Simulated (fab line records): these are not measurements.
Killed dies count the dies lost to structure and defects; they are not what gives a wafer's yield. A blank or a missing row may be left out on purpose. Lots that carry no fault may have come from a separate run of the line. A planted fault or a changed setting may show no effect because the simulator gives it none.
fab line records :: flow n5Finfet
record:
  lots: 13
  wafers: 35
  lastDay: 19
route steps=1938 shown BEOL_M4@1085 BEOL_M5@1113 PASSIVATION@1936
lots with no fault: from the same line, run without faults
startH: start of the lot's first displayed wafer, in hours after the record's first day :: waitH: hours elapsed since this lot's preceding step :: " the same as in the row above :: L1.1+2: one row covering several wafers at once :: - no value, or no start was given :: * or withheld: withheld :: < > ~ a bound
route shown NAME@n: names a module that has steps shown in the file, with the first one's number in the route :: usual: mean/standard deviation taken from wafers without a fault :: same: alike in all rows :: chamber/n: place in a boat :: sites: readings site by site :: _std_site: standard deviation of those values :: _edge_site: mean of outer sites minus mean of inner sites :: radiusMm: how far each site lies from the wafer's centre :: mask NAME#n: copy n :: behind: the last tool/chamber to shape the wafer :: hold: what put the lot on hold/how long, in hours/how the hold closed :: device: whichever transistor did not switch (one of n, p or np) :: end of line: the same wafers' tests at the end of the route :: a step with no rows: only its recipe :: killed: dies lost to structure and defects at the first sort, not the wafer's yield :: map: a wafer's dies, marking killed ones x, the rest . and places with no die _
set.NAME: the setting that was run; set.NAME@STEP: the one run at that earlier step :: model.NAME: the simulator's own value behind a step, which no gauge read
route steps across a sampled set of lots; one table per step, one row per wafer
services: from which hour (startH, from the record's first day; less than 0 if before it) a tool's chamber was out of use, for how many hours, and why
== steps ==
step: N5_BEOL_M4_ANNEAL_49
recipe:
  tempC: 400
  timeS: 240
  ambient: vacuum
usual:
  heaterPowerW: 815/69
lot.wafer: L555.2
tool: pvdSputter-03
chamber: -
startH: 182.89
waitH: 0.0
heaterPowerW: 863

lot.wafer: L555.3
tool: pvdSputter-03
chamber: -
startH: 182.89
waitH: 0.0
heaterPowerW: 888

lot.wafer: L555.5
tool: pvdSputter-03
chamber: -
startH: 182.89
waitH: 0.0
heaterPowerW: 747

lot.wafer: L559.3
tool: pvdSputter-03
chamber: -
startH: 189.25
waitH: 0.0
heaterPowerW: 897

lot.wafer: L559.5
tool: pvdSputter-03
chamber: -
startH: 189.25
waitH: 0.0
heaterPowerW: 873

lot.wafer: L557.3
tool: pvdSputter-01
chamber: -
startH: 201.15
waitH: 0.0
heaterPowerW: 814

lot.wafer: L557.6
tool: pvdSputter-01
chamber: -
startH: 201.15
waitH: 0.0
heaterPowerW: 821

lot.wafer: L558.1
tool: pvdSputter-01
chamber: -
startH: 205.87
waitH: 0.0
heaterPowerW: 807

lot.wafer: L558.5
tool: pvdSputter-01
chamber: -
startH: 205.87
waitH: 0.0
heaterPowerW: 696

lot.wafer: L560.1
tool: pvdSputter-03
chamber: -
startH: 206.38
waitH: 0.1
heaterPowerW: 869

lot.wafer: L560.4
tool: pvdSputter-03
chamber: -
startH: 206.38
waitH: 0.1
heaterPowerW: 795

lot.wafer: L560.6
tool: pvdSputter-03
chamber: -
startH: 206.38
waitH: 0.1
heaterPowerW: 797

lot.wafer: L562.1
tool: pvdSputter-03
chamber: -
startH: 234.96
waitH: 0.0
heaterPowerW: 868

lot.wafer: L562.3
tool: pvdSputter-03
chamber: -
startH: 234.96
waitH: 0.0
heaterPowerW: 741

lot.wafer: L562.6
tool: pvdSputter-03
chamber: -
startH: 234.96
waitH: 0.0
heaterPowerW: 867

lot.wafer: L565.1
tool: pvdSputter-03
chamber: -
startH: 251.66
waitH: 0.0
heaterPowerW: 874

lot.wafer: L565.5
tool: pvdSputter-03
chamber: -
startH: 251.66
waitH: 0.0
heaterPowerW: 893

lot.wafer: L565.6
tool: pvdSputter-03
chamber: -
startH: 251.66
waitH: 0.0
heaterPowerW: 798

lot.wafer: L570.1
tool: pvdSputter-01
chamber: -
startH: 291.81
waitH: 0.0
heaterPowerW: 757

lot.wafer: L570.3
tool: pvdSputter-01
chamber: -
startH: 291.81
waitH: 0.0
heaterPowerW: 873

lot.wafer: L570.4
tool: pvdSputter-01
chamber: -
startH: 291.81
waitH: 0.0
heaterPowerW: 820

lot.wafer: L574.2
tool: pvdSputter-02
chamber: -
startH: 295.16
waitH: 0.0
heaterPowerW: 914

lot.wafer: L574.3
tool: pvdSputter-02
chamber: -
startH: 295.16
waitH: 0.0
heaterPowerW: 782

lot.wafer: L574.5
tool: pvdSputter-02
chamber: -
startH: 295.16
waitH: 0.0
heaterPowerW: 921

lot.wafer: L572.2
tool: pvdSputter-02
chamber: -
startH: 297.04
waitH: 0.0
heaterPowerW: 898

lot.wafer: L572.4
tool: pvdSputter-02
chamber: -
startH: 297.04
waitH: 0.0
heaterPowerW: 783

lot.wafer: L573.4
tool: pvdSputter-02
chamber: -
startH: 304.32
waitH: 0.0
heaterPowerW: 929

lot.wafer: L573.5
tool: pvdSputter-02
chamber: -
startH: 304.32
waitH: 0.0
heaterPowerW: 789

lot.wafer: L573.6
tool: pvdSputter-02
chamber: -
startH: 304.32
waitH: 0.0
heaterPowerW: 766

lot.wafer: L576.1
tool: pvdSputter-03
chamber: -
startH: 305.10
waitH: 0.0
heaterPowerW: 871

lot.wafer: L576.3
tool: pvdSputter-03
chamber: -
startH: 305.10
waitH: 0.0
heaterPowerW: 804

lot.wafer: L576.5
tool: pvdSputter-03
chamber: -
startH: 305.10
waitH: 0.0
heaterPowerW: 778

lot.wafer: L577.1
tool: pvdSputter-01
chamber: -
startH: 330.98
waitH: 0.0
heaterPowerW: 700

lot.wafer: L577.5
tool: pvdSputter-01
chamber: -
startH: 330.98
waitH: 0.0
heaterPowerW: 865

lot.wafer: L577.6
tool: pvdSputter-01
chamber: -
startH: 330.98
waitH: 0.0
heaterPowerW: 686
step: N5_BEOL_M4_SPUTTER_92
recipe:
  material: Cu
  targetThkA: 45
  tempC: -20
  chamberPressurePa: 0.07
  powerW: withheld
  timeS: 8.29
usual:
  chuckGasFlowSccm: 1.27/0.055
  substrateTempC: -20.00/0.1
  throttleValvePct: 30.3/1.2
lot.wafer: L555.2
tool: pvdSputter-03
chamber: -
startH: 184.13
waitH: 0.1
chuckGasFlowSccm: 1.29
substrateTempC: -19.99
throttleValvePct: 29.2

lot.wafer: L555.3
tool: pvdSputter-03
chamber: -
startH: 184.13
waitH: 0.1
chuckGasFlowSccm: 1.32
substrateTempC: -19.80
throttleValvePct: 30.5

lot.wafer: L555.5
tool: pvdSputter-03
chamber: -
startH: 184.13
waitH: 0.1
chuckGasFlowSccm: 1.27
substrateTempC: -20.02
throttleValvePct: 28.9

lot.wafer: L559.3
tool: pvdSputter-03
chamber: -
startH: 190.49
waitH: 0.1
chuckGasFlowSccm: 1.29
substrateTempC: -19.87
throttleValvePct: 30.3

lot.wafer: L559.5
tool: pvdSputter-03
chamber: -
startH: 190.49
waitH: 0.1
chuckGasFlowSccm: 1.27
substrateTempC: -19.99
throttleValvePct: 29.3

lot.wafer: L557.3
tool: pvdSputter-01
chamber: -
startH: 202.39
waitH: 0.1
chuckGasFlowSccm: 1.25
substrateTempC: -20.05
throttleValvePct: 33.1

lot.wafer: L557.6
tool: pvdSputter-01
chamber: -
startH: 202.39
waitH: 0.1
chuckGasFlowSccm: 1.23
substrateTempC: -20.02
throttleValvePct: 32.9

lot.wafer: L558.1
tool: pvdSputter-01
chamber: -
startH: 207.11
waitH: 0.1
chuckGasFlowSccm: 1.27
substrateTempC: -19.92
throttleValvePct: 32.9

lot.wafer: L558.5
tool: pvdSputter-01
chamber: -
startH: 207.11
waitH: 0.1
chuckGasFlowSccm: 1.28
substrateTempC: -20.08
throttleValvePct: 31.4

lot.wafer: L560.1
tool: pvdSputter-03
chamber: -
startH: 207.84
waitH: 0.1
chuckGasFlowSccm: 1.35
substrateTempC: -20.24
throttleValvePct: 29.2

lot.wafer: L560.4
tool: pvdSputter-03
chamber: -
startH: 207.84
waitH: 0.1
chuckGasFlowSccm: 1.25
substrateTempC: -20.03
throttleValvePct: 30.4

lot.wafer: L560.6
tool: pvdSputter-03
chamber: -
startH: 207.84
waitH: 0.1
chuckGasFlowSccm: 1.27
substrateTempC: -19.92
throttleValvePct: 30.7

lot.wafer: L562.1
tool: pvdSputter-03
chamber: -
startH: 236.20
waitH: 0.1
chuckGasFlowSccm: 1.26
substrateTempC: -20.06
throttleValvePct: 29.0

lot.wafer: L562.3
tool: pvdSputter-03
chamber: -
startH: 236.20
waitH: 0.1
chuckGasFlowSccm: 1.39
substrateTempC: -20.00
throttleValvePct: 29.3

lot.wafer: L562.6
tool: pvdSputter-03
chamber: -
startH: 236.20
waitH: 0.1
chuckGasFlowSccm: 1.21
substrateTempC: -19.95
throttleValvePct: 29.2

lot.wafer: L565.1
tool: pvdSputter-03
chamber: -
startH: 252.90
waitH: 0.1
chuckGasFlowSccm: 1.21
substrateTempC: -20.07
throttleValvePct: 29.1

lot.wafer: L565.5
tool: pvdSputter-03
chamber: -
startH: 252.90
waitH: 0.1
chuckGasFlowSccm: 1.42
substrateTempC: -20.14
throttleValvePct: 30.2

lot.wafer: L565.6
tool: pvdSputter-03
chamber: -
startH: 252.90
waitH: 0.1
chuckGasFlowSccm: 1.23
substrateTempC: -19.97
throttleValvePct: 31.1

lot.wafer: L570.1
tool: pvdSputter-01
chamber: -
startH: 293.05
waitH: 0.1
chuckGasFlowSccm: 1.29
substrateTempC: -20.05
throttleValvePct: 29.7

lot.wafer: L570.3
tool: pvdSputter-01
chamber: -
startH: 293.05
waitH: 0.1
chuckGasFlowSccm: 1.22
substrateTempC: -19.95
throttleValvePct: 30.6

lot.wafer: L570.4
tool: pvdSputter-01
chamber: -
startH: 293.05
waitH: 0.1
chuckGasFlowSccm: 1.31
substrateTempC: -20.12
throttleValvePct: 32.9

lot.wafer: L574.2
tool: pvdSputter-02
chamber: -
startH: 296.40
waitH: 0.1
chuckGasFlowSccm: 1.28
substrateTempC: -19.85
throttleValvePct: 31.6

lot.wafer: L574.3
tool: pvdSputter-02
chamber: -
startH: 296.40
waitH: 0.1
chuckGasFlowSccm: 1.24
substrateTempC: -20.06
throttleValvePct: 29.6

lot.wafer: L574.5
tool: pvdSputter-02
chamber: -
startH: 296.40
waitH: 0.1
chuckGasFlowSccm: 1.35
substrateTempC: -20.12
throttleValvePct: 28.4

lot.wafer: L572.2
tool: pvdSputter-02
chamber: -
startH: 298.28
waitH: 0.1
chuckGasFlowSccm: 1.22
substrateTempC: -19.96
throttleValvePct: 31.6

lot.wafer: L572.4
tool: pvdSputter-02
chamber: -
startH: 298.28
waitH: 0.1
chuckGasFlowSccm: 1.26
substrateTempC: -19.82
throttleValvePct: 30.1

lot.wafer: L573.4
tool: pvdSputter-02
chamber: -
startH: 305.56
waitH: 0.1
chuckGasFlowSccm: 1.30
substrateTempC: -19.88
throttleValvePct: 28.7

lot.wafer: L573.5
tool: pvdSputter-02
chamber: -
startH: 305.56
waitH: 0.1
chuckGasFlowSccm: 1.22
substrateTempC: -19.97
throttleValvePct: 29.2

lot.wafer: L573.6
tool: pvdSputter-02
chamber: -
startH: 305.56
waitH: 0.1
chuckGasFlowSccm: 1.28
substrateTempC: -19.97
throttleValvePct: 29.7

lot.wafer: L576.1
tool: pvdSputter-03
chamber: -
startH: 306.34
waitH: 0.1
chuckGasFlowSccm: 1.35
substrateTempC: -20.19
throttleValvePct: 29.0

lot.wafer: L576.3
tool: pvdSputter-03
chamber: -
startH: 306.34
waitH: 0.1
chuckGasFlowSccm: 1.22
substrateTempC: -19.91
throttleValvePct: 31.1

lot.wafer: L576.5
tool: pvdSputter-03
chamber: -
startH: 306.34
waitH: 0.1
chuckGasFlowSccm: 1.26
substrateTempC: -20.03
throttleValvePct: 30.7

lot.wafer: L577.1
tool: pvdSputter-01
chamber: -
startH: 332.22
waitH: 0.1
chuckGasFlowSccm: 1.31
substrateTempC: -20.05
throttleValvePct: 31.7

lot.wafer: L577.5
tool: pvdSputter-01
chamber: -
startH: 332.22
waitH: 0.1
chuckGasFlowSccm: 1.24
substrateTempC: -19.89
throttleValvePct: 31.0

lot.wafer: L577.6
tool: pvdSputter-01
chamber: -
startH: 332.22
waitH: 0.1
chuckGasFlowSccm: 1.24
substrateTempC: -19.94
throttleValvePct: 31.5
step: N5_BEOL_M5_CURE_79
recipe:
  tempC: 385
  timeS: 240
  ambient: He/Ar
  material: SiCOH_lowk
usual:
  lampPowerPct: 52.30/0.057
  wafer_temp_C_max: 386.6/0.51
lot.wafer: L555.2
tool: uvCure-01
chamber: 0
startH: 186.79
waitH: 0.1
lampPowerPct: 52.29
wafer_temp_C_max: 386.1

lot.wafer: L555.3
tool: uvCure-01
chamber: 0
startH: 186.79
waitH: 0.1
lampPowerPct: 52.33
wafer_temp_C_max: 386.6

lot.wafer: L555.5
tool: uvCure-01
chamber: 0
startH: 186.79
waitH: 0.1
lampPowerPct: 52.31
wafer_temp_C_max: 386.4

lot.wafer: L559.3
tool: uvCure-03
chamber: 2
startH: 193.91
waitH: 0.2
lampPowerPct: 52.31
wafer_temp_C_max: 386.3

lot.wafer: L559.5
tool: uvCure-03
chamber: 2
startH: 193.91
waitH: 0.2
lampPowerPct: 52.25
wafer_temp_C_max: 386.5

lot.wafer: L557.3
tool: uvCure-02
chamber: 1
startH: 205.39
waitH: 0.2
lampPowerPct: 52.28
wafer_temp_C_max: 387.3

lot.wafer: L557.6
tool: uvCure-02
chamber: 1
startH: 205.39
waitH: 0.2
lampPowerPct: 52.28
wafer_temp_C_max: 387.3

lot.wafer: L558.1
tool: uvCure-03
chamber: 0
startH: 209.68
waitH: 0.0
lampPowerPct: 52.30
wafer_temp_C_max: 386.1

lot.wafer: L558.5
tool: uvCure-03
chamber: 0
startH: 209.68
waitH: 0.0
lampPowerPct: 52.33
wafer_temp_C_max: 386.2

lot.wafer: L560.1
tool: uvCure-01
chamber: 2
startH: 210.43
waitH: 0.0
lampPowerPct: 52.27
wafer_temp_C_max: 385.8

lot.wafer: L560.4
tool: uvCure-01
chamber: 2
startH: 210.43
waitH: 0.0
lampPowerPct: 52.26
wafer_temp_C_max: 386.6

lot.wafer: L560.6
tool: uvCure-01
chamber: 2
startH: 210.43
waitH: 0.0
lampPowerPct: 52.33
wafer_temp_C_max: 386.6

lot.wafer: L562.1
tool: uvCure-02
chamber: 1
startH: 239.17
waitH: 0.1
lampPowerPct: 52.28
wafer_temp_C_max: 386.8

lot.wafer: L562.3
tool: uvCure-02
chamber: 1
startH: 239.17
waitH: 0.1
lampPowerPct: 52.31
wafer_temp_C_max: 387.0

lot.wafer: L562.6
tool: uvCure-02
chamber: 1
startH: 239.17
waitH: 0.1
lampPowerPct: 52.32
wafer_temp_C_max: 387.2

lot.wafer: L565.1
tool: uvCure-02
chamber: 1
startH: 255.59
waitH: 0.2
lampPowerPct: 52.36
wafer_temp_C_max: 387.1

lot.wafer: L565.5
tool: uvCure-02
chamber: 1
startH: 255.59
waitH: 0.2
lampPowerPct: 52.32
wafer_temp_C_max: 386.8

lot.wafer: L565.6
tool: uvCure-02
chamber: 1
startH: 255.59
waitH: 0.2
lampPowerPct: 52.46
wafer_temp_C_max: 387.3

lot.wafer: L570.1
tool: uvCure-01
chamber: 1
startH: 295.62
waitH: 0.1
lampPowerPct: 52.17
wafer_temp_C_max: 386.2

lot.wafer: L570.3
tool: uvCure-01
chamber: 1
startH: 295.62
waitH: 0.1
lampPowerPct: 52.23
wafer_temp_C_max: 386.7

lot.wafer: L570.4
tool: uvCure-01
chamber: 1
startH: 295.62
waitH: 0.1
lampPowerPct: 52.29
wafer_temp_C_max: 386.2

lot.wafer: L574.2
tool: uvCure-03
chamber: 1
startH: 299.15
waitH: 0.2
lampPowerPct: 52.34
wafer_temp_C_max: 386.0

lot.wafer: L574.3
tool: uvCure-03
chamber: 1
startH: 299.15
waitH: 0.2
lampPowerPct: 52.34
wafer_temp_C_max: 385.8

lot.wafer: L574.5
tool: uvCure-03
chamber: 1
startH: 299.15
waitH: 0.2
lampPowerPct: 52.30
wafer_temp_C_max: 385.9

lot.wafer: L572.2
tool: uvCure-01
chamber: 1
startH: 300.94
waitH: 0.1
lampPowerPct: 52.35
wafer_temp_C_max: 387.2

lot.wafer: L572.4
tool: uvCure-01
chamber: 1
startH: 300.94
waitH: 0.1
lampPowerPct: 52.35
wafer_temp_C_max: 387.1

lot.wafer: L573.4
tool: uvCure-02
chamber: 2
startH: 308.36
waitH: 0.3
lampPowerPct: 52.23
wafer_temp_C_max: 387.6

lot.wafer: L573.5
tool: uvCure-02
chamber: 2
startH: 308.36
waitH: 0.3
lampPowerPct: 52.32
wafer_temp_C_max: 386.6

lot.wafer: L573.6
tool: uvCure-02
chamber: 2
startH: 308.36
waitH: 0.3
lampPowerPct: 52.30
wafer_temp_C_max: 386.5

lot.wafer: L576.1
tool: uvCure-02
chamber: 0
startH: 309.07
waitH: 0.1
lampPowerPct: 52.32
wafer_temp_C_max: 387.0

lot.wafer: L576.3
tool: uvCure-02
chamber: 0
startH: 309.07
waitH: 0.1
lampPowerPct: 52.39
wafer_temp_C_max: 387.1

lot.wafer: L576.5
tool: uvCure-02
chamber: 0
startH: 309.07
waitH: 0.1
lampPowerPct: 52.27
wafer_temp_C_max: 386.7

lot.wafer: L577.1
tool: uvCure-03
chamber: 2
startH: 335.04
waitH: 0.2
lampPowerPct: 52.21
wafer_temp_C_max: 386.3

lot.wafer: L577.5
tool: uvCure-03
chamber: 2
startH: 335.04
waitH: 0.2
lampPowerPct: 52.33
wafer_temp_C_max: 386.6

lot.wafer: L577.6
tool: uvCure-03
chamber: 2
startH: 335.04
waitH: 0.2
lampPowerPct: 52.26
wafer_temp_C_max: 386.5
step: N5_BEOL_M5_COAT_60
recipe:
  resist: SiARC
  tempC: 220
  timeS: 60
  spinRpm: 1500
  resistThkNm: 12
usual:
  spinSpeedRpm: 1500.0/1
lot.wafer: L555.2
tool: lithoTrack-04
chamber: 0
startH: 188.64
waitH: -
spinSpeedRpm: 1499.9

lot.wafer: L555.3
tool: lithoTrack-04
chamber: 0
startH: 188.64
waitH: -
spinSpeedRpm: 1498.8

lot.wafer: L555.5
tool: lithoTrack-04
chamber: 0
startH: 188.64
waitH: -
spinSpeedRpm: 1500.0

lot.wafer: L559.3
tool: lithoTrack-05
chamber: 0
startH: 197.51
waitH: -
spinSpeedRpm: 1499.0

lot.wafer: L559.5
tool: lithoTrack-05
chamber: 0
startH: 197.51
waitH: -
spinSpeedRpm: 1499.9

lot.wafer: L557.3
tool: lithoTrack-03
chamber: 0
startH: 206.09
waitH: -
spinSpeedRpm: 1498.3

lot.wafer: L557.6
tool: lithoTrack-03
chamber: 0
startH: 206.09
waitH: -
spinSpeedRpm: 1501.6

lot.wafer: L558.1
tool: lithoTrack-04
chamber: 0
startH: 210.41
waitH: -
spinSpeedRpm: 1498.9

lot.wafer: L558.5
tool: lithoTrack-04
chamber: 0
startH: 210.41
waitH: -
spinSpeedRpm: 1500.2

lot.wafer: L560.1
tool: lithoTrack-03
chamber: 0
startH: 211.51
waitH: -
spinSpeedRpm: 1502.6

lot.wafer: L560.4
tool: lithoTrack-03
chamber: 0
startH: 211.51
waitH: -
spinSpeedRpm: 1500.6

lot.wafer: L560.6
tool: lithoTrack-03
chamber: 0
startH: 211.51
waitH: -
spinSpeedRpm: 1501.5

lot.wafer: L562.1
tool: lithoTrack-04
chamber: 0
startH: 240.49
waitH: -
spinSpeedRpm: 1498.9

lot.wafer: L562.3
tool: lithoTrack-04
chamber: 0
startH: 240.49
waitH: -
spinSpeedRpm: 1498.9

lot.wafer: L562.6
tool: lithoTrack-04
chamber: 0
startH: 240.49
waitH: -
spinSpeedRpm: 1498.6

lot.wafer: L565.1
tool: lithoTrack-03
chamber: 0
startH: 256.96
waitH: -
spinSpeedRpm: 1501.1

lot.wafer: L565.5
tool: lithoTrack-03
chamber: 0
startH: 256.96
waitH: -
spinSpeedRpm: 1502.0

lot.wafer: L565.6
tool: lithoTrack-03
chamber: 0
startH: 256.96
waitH: -
spinSpeedRpm: 1500.5

lot.wafer: L570.1
tool: lithoTrack-03
chamber: 0
startH: 298.04
waitH: -
spinSpeedRpm: 1556.4

lot.wafer: L570.3
tool: lithoTrack-03
chamber: 0
startH: 298.04
waitH: -
spinSpeedRpm: 1555.9

lot.wafer: L570.4
tool: lithoTrack-03
chamber: 0
startH: 298.04
waitH: -
spinSpeedRpm: 1557.0

lot.wafer: L574.2
tool: lithoTrack-03
chamber: 0
startH: 301.41
waitH: -
spinSpeedRpm: 1553.8

lot.wafer: L574.3
tool: lithoTrack-03
chamber: 0
startH: 301.41
waitH: -
spinSpeedRpm: 1554.5

lot.wafer: L574.5
tool: lithoTrack-03
chamber: 0
startH: 301.41
waitH: -
spinSpeedRpm: 1555.7

lot.wafer: L572.2
tool: lithoTrack-04
chamber: 0
startH: 301.93
waitH: -
spinSpeedRpm: 1499.1

lot.wafer: L572.4
tool: lithoTrack-04
chamber: 0
startH: 301.93
waitH: -
spinSpeedRpm: 1500.3

lot.wafer: L573.4
tool: lithoTrack-05
chamber: 0
startH: 313.33
waitH: -
spinSpeedRpm: 1499.7

lot.wafer: L573.5
tool: lithoTrack-05
chamber: 0
startH: 313.33
waitH: -
spinSpeedRpm: 1501.5

lot.wafer: L573.6
tool: lithoTrack-05
chamber: 0
startH: 313.33
waitH: -
spinSpeedRpm: 1501.0

lot.wafer: L576.1
tool: lithoTrack-05
chamber: 0
startH: 313.73
waitH: -
spinSpeedRpm: 1500.2

lot.wafer: L576.3
tool: lithoTrack-05
chamber: 0
startH: 313.73
waitH: -
spinSpeedRpm: 1500.0

lot.wafer: L576.5
tool: lithoTrack-05
chamber: 0
startH: 313.73
waitH: -
spinSpeedRpm: 1499.0

lot.wafer: L577.1
tool: lithoTrack-04
chamber: 0
startH: 336.38
waitH: -
spinSpeedRpm: 1499.8

lot.wafer: L577.5
tool: lithoTrack-04
chamber: 0
startH: 336.38
waitH: -
spinSpeedRpm: 1500.6

lot.wafer: L577.6
tool: lithoTrack-04
chamber: 0
startH: 336.38
waitH: -
spinSpeedRpm: 1499.2
step: N5_PASSIVATION_PROBE_49
usual:
  defectLimitedYield: 91.0/1.5
  killed_at_M0_to_M3: 35/11
  killed_at_M4_up: 13/5
  killedAtContacts: 12/5.9
  killedAtFrontEnd: 42/13
  killedAtOther: 3/3.2
  killedDies: 106/18
  killedOnRim: 14/4.2
  killedOpen: 69/13
  killedShort: 35/8.9
  sort_bin_5_function: 5.2/0.95
  sort_bin_6_memory: 3.3/0.71
  sortNPass: 1074/18
  sortYieldPct: 91.0/1.5
same:
  grossDies: 1180
  killedAtBackSide: 0
  sort_bin_4_leakage[%]: 0
  sort_bin_8_speed[%]: 0
lot.wafer: L565.6
tool: prober-01
chamber: -
startH: 367.09
waitH: 0.3
defectLimitedYield[%]: 92.5
killed_at_M0_to_M3: 27
killed_at_M4_up: 16
killedAtContacts: 3
killedAtFrontEnd: 38
killedAtOther: 4
killedDies: 88
killedOnRim: 11
killedOpen: 66
killedShort: 22
sort_bin_5_function[%]: 4.3
sort_bin_6_memory[%]: 2.7
sortNPass: 1092
sortYieldPct[%]: 92.5
killed by level:class
L565.6 DUMMY_GATE:geometricParticle:open=9 BEOL_M3:geometricParticle:open=9 STI_FIN_REVEAL:geometricParticle:open=8 BEOL_M4:geometricParticle:open=8 BEOL_M1:geometricParticle:open=4 GATE_CUT:geometricParticle:short=4 FIN_SAQP:geometricParticle:short=3 GATE_CUT:geometricParticle:open=3
== services ==
tool: uvCure-01
chamber: -
startH: 167.27
hours: 7.5
kind: pm

tool: lithoTrack-03
chamber: -
startH: 170.32
hours: -
kind: consumableReplace:filter

tool: uvCure-02
chamber: -
startH: 182.55
hours: 3.4
kind: pm

tool: uvCure-03
chamber: -
startH: 223.44
hours: 1.0
kind: pm

tool: pvdSputter-02
chamber: -
startH: 229.10
hours: 4.9
kind: repair

tool: uvCure-01
chamber: -
startH: 260.68
hours: 1.3
kind: repair

tool: lithoTrack-04
chamber: -
startH: 263.68
hours: -
kind: consumableReplace:filter

tool: pvdSputter-01
chamber: -
startH: 264.67
hours: 2.1
kind: repair

tool: uvCure-02
chamber: -
startH: 275.49
hours: 9.4
kind: repair

tool: uvCure-01
chamber: -
startH: 330.93
hours: 2.8
kind: pm
== key ==
firstSign:
  step: N5_BEOL_M5_COAT_60
  reading: spinSpeedRpm
  direction: up
  sigmas: 53
  usual: *
  struck: *
effect none on later readings
metAt N5_BEOL_M5_COAT_60
struckLots L570,L574
notActingAt N5_BEOL_M4_ANNEAL_49,N5_BEOL_M4_SPUTTER_92,N5_BEOL_M5_CURE_79
onsetBetween 256.96 298.04
fault:
  kind: processParameterDrift
  tool: lithoTrack-03
  chamber: -
  onsetH: 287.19
  steps: N5_BEOL_M5_COAT_60
  channel: spinRpm
  offset: *
  shape: step
  endH: 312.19
  actsIn: *
  stated: *
